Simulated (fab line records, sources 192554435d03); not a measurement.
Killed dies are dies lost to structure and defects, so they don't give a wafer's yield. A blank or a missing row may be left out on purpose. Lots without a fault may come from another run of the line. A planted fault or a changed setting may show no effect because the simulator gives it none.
Chamber matching | flow n5_finfet | N5_BEOL_M3_PRE_CLEAN_60 on cvd_co-02: 3 sister chambers
The step time 15 s. 6 wafers are shown with their chamber, then 12 later ones without.

WAFERS WITH THEIR CHAMBER
wafer  | chamber | heater_power_w (W)
L082.3 | 2       | 84
L083.1 | 1       | 82
L083.4 | 0       | 92
L086.2 | 1       | 83
L086.4 | 0       | 94
L086.6 | 2       | 83

WAFERS WITHOUT THEIR CHAMBER
wafer  | heater_power_w (W)
L091.1 | 95
L091.2 | 81
L091.6 | 83
L093.1 | 92
L093.3 | 84
L093.4 | 98
L095.4 | 95
L095.5 | 85
L095.6 | 83
L096.4 | 81
L096.5 | 84
L096.6 | 96

WHICH CHAMBER EACH WENT THROUGH
wafer  | from the rows above     | in truth
L091.1 | 0                       | 0
L091.2 | can't be placed: 1 or 2 | 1
L091.6 | can't be placed: 1 or 2 | 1
L093.1 | 0                       | 0
L093.3 | can't be placed: 2 or 1 | 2
L093.4 | 0                       | 0
L095.4 | 0                       | 0
L095.5 | can't be placed: 2 or 1 | 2
L095.6 | can't be placed: 1 or 2 | 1
L096.4 | can't be placed: 1 or 2 | 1
L096.5 | can't be placed: 2 or 1 | 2
L096.6 | 0                       | 0
Placed correctly: 5 of 12. Can't be placed from these rows: 7 (the true chamber is among the candidates in 7). Placed wrongly: 0.
How it was worked out, from the rows above alone: a wafer's distance from a chamber is the root of the sum, over the readings, of the square of ((its reading less the chamber's mean) divided by the reading's scatter). The wafer belongs to the nearest chamber; if the next one is less than 2 further off, it can't be placed. A chamber's mean is the mean of its shown wafers. The scatter: the root of (the sum of the squares of (reading less its chamber's mean) over the shown wafers, divided by (wafers less chambers)).
